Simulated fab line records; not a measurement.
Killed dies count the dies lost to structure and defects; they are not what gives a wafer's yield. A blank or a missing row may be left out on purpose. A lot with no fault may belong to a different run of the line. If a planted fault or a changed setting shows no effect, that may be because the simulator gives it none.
Matching of chambers + flow n5_finfet + N5_BEOL_M1_DESCUM_33 on rie_diel-06 has 4 sister chambers
The step chemistry O2, time 7 s. 20 wafers are shown with their chamber, then 10 later ones without.

== WAFERS PAIRED WITH THEIR CHAMBERS ==
| wafer  | chamber | drypump_motor_current_A (A) | showerhead_plenum_p_Torr (Torr) | throttle_valve_pct (%) |
|--------|---------|-----------------------------|---------------------------------|------------------------|
| L075.1 | 0       | 5.0                         | 2.11                            | 21.0                   |
| L075.3 | 3       | 4.8                         | 2.02                            | 19.9                   |
| L075.4 | 2       | 5.7                         | 2.01                            | 20.6                   |
| L076.1 | 3       | 4.8                         | 2.02                            | 19.9                   |
| L076.4 | 2       | 5.6                         | 2.01                            | 20.7                   |
| L076.6 | 2       | 5.6                         | 2.01                            | 20.6                   |
| L077.2 | 1       | 6.3                         | 2.21                            | 20.1                   |
| L077.4 | 0       | 5.0                         | 2.11                            | 21.0                   |
| L077.6 | 2       | 5.6                         | 2.01                            | 20.6                   |
| L083.2 | 0       | 5.0                         | 2.11                            | 21.0                   |
| L083.4 | 3       | 4.8                         | 2.01                            | 19.9                   |
| L083.6 | 0       | 5.1                         | 2.11                            | 21.0                   |
| L086.1 | 1       | 6.3                         | 2.21                            | 20.1                   |
| L086.3 | 3       | 4.8                         | 2.01                            | 19.9                   |
| L086.5 | 2       | 5.6                         | 2.00                            | 20.7                   |
| L090.1 | 3       | 4.8                         | 2.01                            | 19.9                   |
| L090.5 | 3       | 4.8                         | 2.01                            | 19.9                   |
| L090.6 | 0       | 5.1                         | 2.10                            | 21.1                   |
| L093.2 | 1       | 6.3                         | 2.20                            | 20.2                   |
| L093.4 | 2       | 5.6                         | 2.00                            | 20.7                   |

SIGNATURES (averages over the wafers above)
| reading                  | chamber 0 | chamber 1 | chamber 2 | chamber 3 | scatter within a chamber |
|--------------------------|-----------|-----------|-----------|-----------|--------------------------|
| drypump_motor_current_A  | 5.040     | 6.300     | 5.617     | 4.800     | 0.0356                   |
| showerhead_plenum_p_Torr | 2.1080    | 2.2067    | 2.0067    | 2.0133    | 0.00508                  |
| throttle_valve_pct       | 21.020    | 20.133    | 20.650    | 19.900    | 0.0431                   |
Rule: distance of a wafer from a chamber = root of the sum over the readings of ((wafer's reading minus chamber's mean) / reading's scatter) squared. The wafer belongs to the nearest chamber; if the next one is less than 2 further off, it can't be placed. The scatter is the square root of a quotient: the sum, over the shown wafers, of each reading's squared deviation from its chamber's mean, divided by wafers minus chambers.

== WAFERS WHOSE CHAMBER IS MISSING ==
| wafer  | drypump_motor_current_A (A) | showerhead_plenum_p_Torr (Torr) | throttle_valve_pct (%) |
|--------|-----------------------------|---------------------------------|------------------------|
| L093.5 | 5.0                         | 2.10                            | 21.1                   |
| L094.2 | 4.8                         | 2.01                            | 19.9                   |
| L094.4 | 5.6                         | 2.00                            | 20.7                   |
| L094.6 | 4.8                         | 2.01                            | 19.9                   |
| L095.3 | 6.3                         | 2.20                            | 20.2                   |
| L095.4 | 5.0                         | 2.10                            | 21.1                   |
| L095.6 | 6.3                         | 2.20                            | 20.2                   |
| L096.1 | 6.3                         | 2.20                            | 20.1                   |
| L096.5 | 5.6                         | 2.00                            | 20.7                   |
| L096.6 | 4.8                         | 2.00                            | 19.9                   |

== CHAMBER TAKEN BY EACH ==
| wafer  | from the rows above | in truth |
|--------|---------------------|----------|
| L093.5 | 0                   | 0        |
| L094.2 | 3                   | 3        |
| L094.4 | 2                   | 2        |
| L094.6 | 3                   | 3        |
| L095.3 | 1                   | 1        |
| L095.4 | 0                   | 0        |
| L095.6 | 1                   | 1        |
| L096.1 | 1                   | 1        |
| L096.5 | 2                   | 2        |
| L096.6 | 3                   | 3        |
Correct placement for 10 of the 10. From these rows, 0 cannot be placed. 0 placed wrongly.
